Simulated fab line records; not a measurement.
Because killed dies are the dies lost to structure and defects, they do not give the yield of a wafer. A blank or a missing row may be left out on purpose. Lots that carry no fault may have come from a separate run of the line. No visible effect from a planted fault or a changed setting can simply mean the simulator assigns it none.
Chamber matching	flow n5 finfet	4 sister chambers for N5_BEOL_M1_ETCH_63 on rie diel-01
The step etches SiARC in CF4, target depth 15.6 nm, time 26 s. 18 wafers are shown with their chamber, then 9 later ones without.

== WAFERS PAIRED WITH THEIR CHAMBERS ==
wafer	chamber	drypump motor current A (A)	throttle valve pct (%)	showerhead plenum p Torr (Torr)
L077.2	1	6.4	15.40	2.11
L077.3	3	5.9	15.51	2.25
L077.6	0	5.3	15.85	2.17
L078.1	2	5.5	15.43	2.14
L078.3	3	5.9	15.52	2.25
L078.6	0	5.4	15.84	2.17
L084.1	1	6.4	15.42	2.11
L084.2	2	5.6	15.45	2.13
L084.3	3	5.9	15.53	2.25
L084.4	0	5.4	15.85	2.17
L084.5	1	6.4	15.43	2.11
L084.6	0	5.4	15.85	2.17
L085.3	2	5.6	15.44	2.13
L085.4	3	5.9	15.54	2.24
L085.6	3	5.9	15.53	2.24
L091.1	0	5.4	15.89	2.16
L091.2	3	5.9	15.53	2.24
L091.3	1	6.4	15.44	2.10

SIGNATURES (means of the wafers above)
reading	chamber 0	chamber 1	chamber 2	chamber 3	scatter within a chamber
drypump motor current A	5.380	6.400	5.567	5.900	0.0324
throttle valve pct	15.8560	15.4225	15.4400	15.5267	0.0149
showerhead plenum p Torr	2.1680	2.1075	2.1333	2.2450	0.00515
Rule: a wafer's distance from a chamber is the root of the sum, over the readings, of the square of ((its reading less the chamber's mean) divided by the reading's scatter). The wafer belongs to the nearest chamber; if the next one is less than 2 further off, it can't be placed. How the scatter is found: for the shown wafers, subtract from each reading the mean of its chamber, square and add these, divide the total by (wafers less chambers), then take the root.

== WAFERS WITH NO CHAMBER GIVEN ==
wafer	drypump motor current A (A)	throttle valve pct (%)	showerhead plenum p Torr (Torr)
L091.4	5.6	15.45	2.13
L091.5	5.9	15.54	2.24
L091.6	5.4	15.89	2.16
L095.1	6.4	15.46	2.10
L095.3	5.4	15.89	2.16
L095.5	5.4	15.91	2.16
L096.1	5.3	15.89	2.16
L096.2	5.9	15.56	2.24
L096.3	6.4	15.47	2.10

== WHICH CHAMBER EACH ONE RAN IN ==
wafer	from the rows above	in truth
L091.4	2	2
L091.5	3	3
L091.6	0	0
L095.1	1	1
L095.3	0	0
L095.5	0	0
L096.1	0	0
L096.2	3	3
L096.3	1	1
Correct placement for 9 of the 9. Can't be placed from these rows: 0. Placed wrongly: 0.
